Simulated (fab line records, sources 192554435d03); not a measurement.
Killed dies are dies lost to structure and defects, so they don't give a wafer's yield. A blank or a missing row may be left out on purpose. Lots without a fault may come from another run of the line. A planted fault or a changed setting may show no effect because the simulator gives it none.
fab line records | flow n5_finfet
record lots=7 wafers=39
route steps=1938 shown MIM_BOT@1833 PASSIVATION@1923
start_h: hours from the record's first day to the start of the lot's first wafer shown | wait_h: hours since the lot's step before | " the same as in the row above | L1.1+2: a row that stands for several wafers | - no value, or no start given | * or withheld: withheld | < > ~ a bound
route shown NAME@n: a module of which the file shows steps, and the number in the route of the first | usual: mean/standard deviation of fault-free wafers | same: alike in all rows | chamber/n: place in a boat | sites: the reading at each site | _std_site: their standard deviation | _edge_site: outer sites' mean less inner sites' | radius_mm: how far each site lies from the wafer's centre | mask NAME#n: copy n | behind: the tool/chamber that last shaped the wafer | hold: why the lot was held/for how many hours/how that ended | device: the transistor (n, p or np) that didn't switch | end of line: the same wafers' tests at the end of the route | a step without rows: its recipe alone | killed: dies lost to structure and defects at the first sort, not the wafer's yield | map: a wafer's dies, x killed, . not, _ none there
set.NAME: the setting as run; set.NAME@STEP: as run at that earlier step | model.NAME: the simulator's own value behind a step, which no gauge read
lots whose settings were changed on purpose; a table a step, a row a wafer
## steps
# step N5_MIM_BOT_SPUTTER_00
# recipe material=TiN target_thk_a=350 temp_c=200 power_w=3000 chamber_pressure_pa=0.49996 gas=Ar reactive_partial_pa=0.37997 time_s=89.7
# columns lot.wafer tool chamber start_h wait_h set.time_s model.TiN_of_MIM_BOT_SPUTTER_00.thk_nm
L079.1 pvd_sputter-02 - 289.54 0.0 89.7 35
L079.2+6 " - " " 89.7 34.8
L079.3+4 " - " " 60.53 23.6
L079.5 " - " " 60.53 23.8
L081.1+4+6 pvd_sputter-03 - 305.78 0.0 89.7 34.6
L081.2+3 " - " " 89.7 34.8
L081.5 " - " " 89.7 35
L086.1+4+6 pvd_sputter-01 - 321.60 0.0 89.7 34.6
L086.2+5 " - " " 142.9 55.2
L086.3 " - " " 142.9 55.6
L085.1 pvd_sputter-02 - 325.35 0.0 89.7 34.4
L085.2+4 " - " " 38.6 14.8
L085.3 " - " " 89.7 34.6
L085.5 " - " " 89.7 34.2
L085.6 " - " " 38.6 14.4
L087.1+3+5 pvd_sputter-03 - 332.67 0.0 68.45 26.6
L087.2 " - " " 89.7 34.8
L087.4 " - " " 89.7 35
L087.6 " - " " 89.7 34.6
L091.1 pvd_sputter-02 - 353.73 0.0 128.5 49.4
L091.2+3+5 " - " " 89.7 34.8
L091.4 " - " " 128.5 50.2
L091.6 " - " " 128.5 49.8
L094.1 pvd_sputter-03 - 384.95 0.0 89.7 35
L094.3 " - " " 89.7 34.8
L094.4 " - " " 89.7 34.4
# step N5_PASSIVATION_DEVELOP_43
# recipe develop_time_s=60 rinse_liquid=diw dry=air_spin dev_temp_c=21
# columns lot.wafer tool chamber start_h wait_h set.develop_time_s
L079.1+2+3+4+5+6 litho_track-05 0 - - 60
L081.1+3+6 litho_track-05 0 - - 60
L081.2+4+5 " 0 " " 94.28
L086.1+5+6 litho_track-05 0 - - 60
L086.2+3+4 " 0 " " 35.15
L085.1+4+6 litho_track-03 0 - - 43.68
L085.2+3+5 " 0 " " 60
L087.1+4+5 litho_track-01 0 - - 60
L087.2+3+6 " 0 " " 81.28
L091.1+2+3+4+5+6 litho_track-05 0 - - 60
L094.1+3+4 litho_track-05 0 - - 60
# step N5_PASSIVATION_HARDBAKE_45
# recipe temp_c=130 time_s=120
# step N5_PASSIVATION_CD_MEAS_44
# recipe target_cd_nm=40000 landing_energy_ev=500 detector=se_inlens
# usual cd_nm=40000/2.7
# columns lot.wafer tool chamber start_h wait_h set.develop_time_s@PASSIVATION_DEVELOP_43 cd_nm
L079.1 cd_sem-03 0 297.91 - 60 40004
L079.2 " 0 " " 60 40005
L079.3 " 0 " " 60 40003
L079.4 " 0 " " 60 40002
L079.5 " 0 " " 60 40003
L079.6 " 0 " " 60 40001
L081.1 cd_sem-02 0 314.78 - 60 40001
L081.2 " 0 " " 94.28 40016
L081.3 " 0 " " 60 40000
L081.4 " 0 " " 94.28 40014
L081.5 " 0 " " 94.28 40015
L081.6 " 0 " " 60 40000
L086.1 cd_sem-02 0 329.38 - 60 40002
L086.2 " 0 " " 35.15 39977
L086.3 " 0 " " 35.15 39976
L086.4 " 0 " " 35.15 39980
L086.5 " 0 " " 60 39998
L086.6 " 0 " " 60 39996
L085.1 cd_sem-01 0 332.76 - 43.68 39989
L085.2 " 0 " " 60 39999
L085.3 " 0 " " 60 40000
L085.4 " 0 " " 43.68 39988
L085.5 " 0 " " 60 40002
L085.6 " 0 " " 43.68 39982
L087.1 cd_sem-01 0 342.02 - 60 39995
L087.2 " 0 " " 81.28 40008
L087.3 " 0 " " 81.28 40009
L087.4 " 0 " " 60 39996
L087.5 " 0 " " 60 39996
L087.6 " 0 " " 81.28 40008
L091.1 cd_sem-02 0 361.58 - 60 40005
L091.2 " 0 " " 60 40003
L091.3 " 0 " " 60 40003
L091.4 " 0 " " 60 40004
L091.5 " 0 " " 60 40003
L091.6 " 0 " " 60 40000
L094.1 cd_sem-02 0 393.47 - 60 40002
L094.3 " 0 " " 60 40005
L094.4 " 0 " " 60 39999
## key
split step=N5_MIM_BOT_SPUTTER_00 setting=time_s stated=89.7 by=wafer
response step=N5_MIM_BOT_SPUTTER_00 reading=model.TiN_of_MIM_BOT_SPUTTER_00.thk_nm change=+0.347 per=1% r=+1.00
split step=N5_PASSIVATION_DEVELOP_43 setting=develop_time_s stated=60 by=wafer
response step=N5_PASSIVATION_CD_MEAS_44 reading=cd_nm change=+0.368 per=1% r=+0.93
